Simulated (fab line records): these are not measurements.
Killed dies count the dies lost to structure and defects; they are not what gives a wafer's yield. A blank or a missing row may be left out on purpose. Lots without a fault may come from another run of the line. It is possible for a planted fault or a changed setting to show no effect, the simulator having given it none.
Which of the tools did it? :: flow n5_finfet :: Sampling: 12 lots, 36 wafers, 5 of 1938 route steps

WHAT THE GAUGES READ, wafer by wafer
N5_BEOL_M11_OVL_MEAS_12.
lot: L075
measured: day 10 07:36
on: overlay-01
M11_OVL (nm): 0.6 0.8 0.3

lot: L077
measured: day 10 19:58
on: overlay-02
M11_OVL (nm): -0.7 -1.7 -1.4

lot: L079
measured: day 11 08:42
on: overlay-02
M11_OVL (nm): -0.3 -0.8 -0.1

lot: L082
measured: day 12 01:29
on: overlay-01
M11_OVL (nm): 1.3 1.2 0.7

lot: L083
measured: day 12 05:35
on: overlay-02
M11_OVL (nm): 1.6 -0.3 0.7

lot: L086
measured: day 12 17:47
on: overlay-02
M11_OVL (nm): -0.7 0.1 -0.3

lot: L087
measured: day 13 10:07
on: overlay-01
M11_OVL (nm): -0.7 -1.3 -0.7

lot: L089
measured: day 13 15:23
on: overlay-01
M11_OVL (nm): 0.8 0.1 -0.3

lot: L091
measured: day 14 16:17
on: overlay-01
M11_OVL (nm): 0.0 -1.5 1.5

lot: L093
measured: day 14 23:14
on: overlay-01
M11_OVL (nm): 0.6 -0.2 -1.2

lot: L095
measured: day 15 10:11
on: overlay-01
M11_OVL (nm): 0.5 -1.4 -1.1

lot: L096
measured: day 16 00:07
on: overlay-01
M11_OVL (nm): 0.2 1.0 0.0

TOOL THAT RAN EACH LOT (tool first, then ch and the chambers of the sampled wafers, then the start)
lot: L075
N5_BEOL_M10_DESCUM_33: rie_diel-01 ch 0,1,3, day 10 01:31
N5_BEOL_M10_ETCH_65: rie_diel-01 ch 0,1,3, day 10 01:33
N5_BEOL_M10_SURFACE_TREAT_76: pvd_sputter-01, day 10 03:24
N5_BEOL_M11_HM_DEP_02: pvd_sputter-02, day 10 07:04

lot: L077
N5_BEOL_M10_DESCUM_33: rie_diel-01 ch 1,2,3, day 10 13:13
N5_BEOL_M10_ETCH_65: rie_diel-01 ch 1,2,3, day 10 13:15
N5_BEOL_M10_SURFACE_TREAT_76: pvd_sputter-03, day 10 17:11
N5_BEOL_M11_HM_DEP_02: pvd_sputter-03, day 10 19:26

lot: L079
N5_BEOL_M10_DESCUM_33: rie_diel-04 ch 1,2, day 11 03:31
N5_BEOL_M10_ETCH_65: rie_diel-04 ch 1,2, day 11 03:33
N5_BEOL_M10_SURFACE_TREAT_76: pvd_sputter-02, day 11 05:22
N5_BEOL_M11_HM_DEP_02: pvd_sputter-01, day 11 08:17

lot: L082
N5_BEOL_M10_DESCUM_33: rie_diel-04 ch 0,2, day 11 19:35
N5_BEOL_M10_ETCH_65: rie_diel-04 ch 0,2, day 11 19:37
N5_BEOL_M10_SURFACE_TREAT_76: pvd_sputter-02, day 11 21:16
N5_BEOL_M11_HM_DEP_02: pvd_sputter-03, day 12 00:58

lot: L083
N5_BEOL_M10_DESCUM_33: rie_diel-02 ch 0,1,2, day 12 00:48
N5_BEOL_M10_ETCH_65: rie_diel-02 ch 0,1,2, day 12 00:50
N5_BEOL_M10_SURFACE_TREAT_76: pvd_sputter-02, day 12 02:31
N5_BEOL_M11_HM_DEP_02: pvd_sputter-03, day 12 05:04

lot: L086
N5_BEOL_M10_DESCUM_33: rie_diel-01 ch 0,1,2, day 12 12:25
N5_BEOL_M10_ETCH_65: rie_diel-01 ch 0,1,2, day 12 12:27
N5_BEOL_M10_SURFACE_TREAT_76: pvd_sputter-01, day 12 13:51
N5_BEOL_M11_HM_DEP_02: pvd_sputter-03, day 12 17:16

lot: L087
N5_BEOL_M10_DESCUM_33: rie_diel-04 ch 0,1,2, day 13 05:14
N5_BEOL_M10_ETCH_65: rie_diel-04 ch 0,1,2, day 13 05:16
N5_BEOL_M10_SURFACE_TREAT_76: pvd_sputter-02, day 13 07:02
N5_BEOL_M11_HM_DEP_02: pvd_sputter-02, day 13 09:43

lot: L089
N5_BEOL_M10_DESCUM_33: rie_diel-02 ch 1,2,3, day 13 08:22
N5_BEOL_M10_ETCH_65: rie_diel-02 ch 1,2,3, day 13 08:24
N5_BEOL_M10_SURFACE_TREAT_76: pvd_sputter-03, day 13 10:46
N5_BEOL_M11_HM_DEP_02: pvd_sputter-01, day 13 14:59

lot: L091
N5_BEOL_M10_DESCUM_33: rie_diel-01 ch 0,2, day 14 09:31
N5_BEOL_M10_ETCH_65: rie_diel-01 ch 0,2, day 14 09:33
N5_BEOL_M10_SURFACE_TREAT_76: pvd_sputter-03, day 14 11:21
N5_BEOL_M11_HM_DEP_02: pvd_sputter-01, day 14 15:53

lot: L093
N5_BEOL_M10_DESCUM_33: rie_diel-04 ch 0,2,3, day 14 15:46
N5_BEOL_M10_ETCH_65: rie_diel-04 ch 0,2,3, day 14 15:48
N5_BEOL_M10_SURFACE_TREAT_76: pvd_sputter-02, day 14 18:13
N5_BEOL_M11_HM_DEP_02: pvd_sputter-03, day 14 22:43

lot: L095
N5_BEOL_M10_DESCUM_33: rie_diel-02 ch 1,2,3, day 15 05:17
N5_BEOL_M10_ETCH_65: rie_diel-02 ch 1,2,3, day 15 05:20
N5_BEOL_M10_SURFACE_TREAT_76: pvd_sputter-01, day 15 06:52
N5_BEOL_M11_HM_DEP_02: pvd_sputter-01, day 15 09:40

lot: L096
N5_BEOL_M10_DESCUM_33: rie_diel-02 ch 0,1,3, day 15 17:28
N5_BEOL_M10_ETCH_65: rie_diel-02 ch 0,1,3, day 15 17:30
N5_BEOL_M10_SURFACE_TREAT_76: pvd_sputter-02, day 15 20:24
N5_BEOL_M11_HM_DEP_02: pvd_sputter-02, day 15 23:32
- N5_BEOL_M10_DESCUM_33: chemistry O2, time 7.9 s.
- N5_BEOL_M10_ETCH_65: etches SiARC in CF4, target depth 39 nm, time 65 s.
- N5_BEOL_M10_SURFACE_TREAT_76
- N5_BEOL_M11_HM_DEP_02: deposits TiN, target thk 20 nm.

THE ANSWER, worked out from the rows above alone
Rule: usual is defined by the lots themselves. The widest of any qualifying gaps counts: lots, ordered by their means at a reading, are off when they make up no more than a third of the lots, leave a main group of 4 or more, and stand apart from it by 3 or more times the standard deviation of that group's means. Not used: any main group whose means are identical at the precision the tables above print for the reading. A lot without any number at a reading at which 4 lots or more have one is off too. Where the step has rows for the other lots, those lots are counted as sound.
No lot is off on any of the readings shown, so nothing can be concluded from this.

WHAT THE SIMULATOR HAD INSERTED
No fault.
